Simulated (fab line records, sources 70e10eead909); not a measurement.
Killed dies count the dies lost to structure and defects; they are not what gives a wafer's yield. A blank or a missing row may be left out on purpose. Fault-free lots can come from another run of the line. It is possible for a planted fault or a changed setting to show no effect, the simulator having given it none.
Matching of chambers :: flow nand-harc :: NHARC_P_GATE_ETCH_104 on rie-diel-07: 4 sister chambers
The step etches the open film in CF4/CHF3, target depth 60 nm. 8 wafers are shown with their chamber, then 8 later ones without.

WAFERS, EACH WITH ITS CHAMBER
wafer: L806.2
chamber: 2
drypump-motor-current-A (A): 5.84
rf-vpp-V (V): 370.8

wafer: L808.5
chamber: 3
drypump-motor-current-A (A): 5.54
rf-vpp-V (V): 372.1

wafer: L809.1
chamber: 0
drypump-motor-current-A (A): 5.87
rf-vpp-V (V): 368.4

wafer: L809.6
chamber: 1
drypump-motor-current-A (A): 5.87
rf-vpp-V (V): 368.5

wafer: L811.1
chamber: 3
drypump-motor-current-A (A): 5.55
rf-vpp-V (V): 371.5

wafer: L811.3
chamber: 2
drypump-motor-current-A (A): 5.84
rf-vpp-V (V): 371.2

wafer: L811.6
chamber: 1
drypump-motor-current-A (A): 5.87
rf-vpp-V (V): 368.0

wafer: L813.3
chamber: 0
drypump-motor-current-A (A): 5.86
rf-vpp-V (V): 369.1

WAFERS WHOSE CHAMBER IS MISSING
wafer: L813.4
drypump-motor-current-A (A): 5.85
rf-vpp-V (V): 371.5

wafer: L813.6
drypump-motor-current-A (A): 5.86
rf-vpp-V (V): 368.5

wafer: L816.2
drypump-motor-current-A (A): 5.54
rf-vpp-V (V): 371.2

wafer: L816.4
drypump-motor-current-A (A): 5.82
rf-vpp-V (V): 371.6

wafer: L816.5
drypump-motor-current-A (A): 5.83
rf-vpp-V (V): 370.4

wafer: L822.1
drypump-motor-current-A (A): 5.82
rf-vpp-V (V): 371.1

wafer: L822.2
drypump-motor-current-A (A): 5.86
rf-vpp-V (V): 369.8

wafer: L822.4
drypump-motor-current-A (A): 5.88
rf-vpp-V (V): 368.8

WHICH CHAMBER EACH ONE RAN IN
wafer: L813.4
from the rows above: 2
in truth: 2

wafer: L813.6
from the rows above: can't be placed: 0 or 1
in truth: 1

wafer: L816.2
from the rows above: 3
in truth: 3

wafer: L816.4
from the rows above: 2
in truth: 2

wafer: L816.5
from the rows above: 2
in truth: 2

wafer: L822.1
from the rows above: 2
in truth: 2

wafer: L822.2
from the rows above: can't be placed: 0 or 1
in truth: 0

wafer: L822.4
from the rows above: can't be placed: 1 or 0
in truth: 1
5 of 8 placed correctly. Cannot be placed on the basis of these rows: 3; the candidates contain the true chamber in 3. Placed wrongly: 0.
How it was worked out, from the rows above alone: a wafer's distance from a chamber is the root of the sum, over the readings, of the square of ((its reading less the chamber's mean) divided by the reading's scatter). The wafer belongs to the nearest chamber; if the next one is less than 2 further off, it can't be placed. A chamber's mean is the mean of its shown wafers. How the scatter is found: for the shown wafers, subtract from each reading the mean of its chamber, square and add these, divide the total by (wafers less chambers), then take the root.
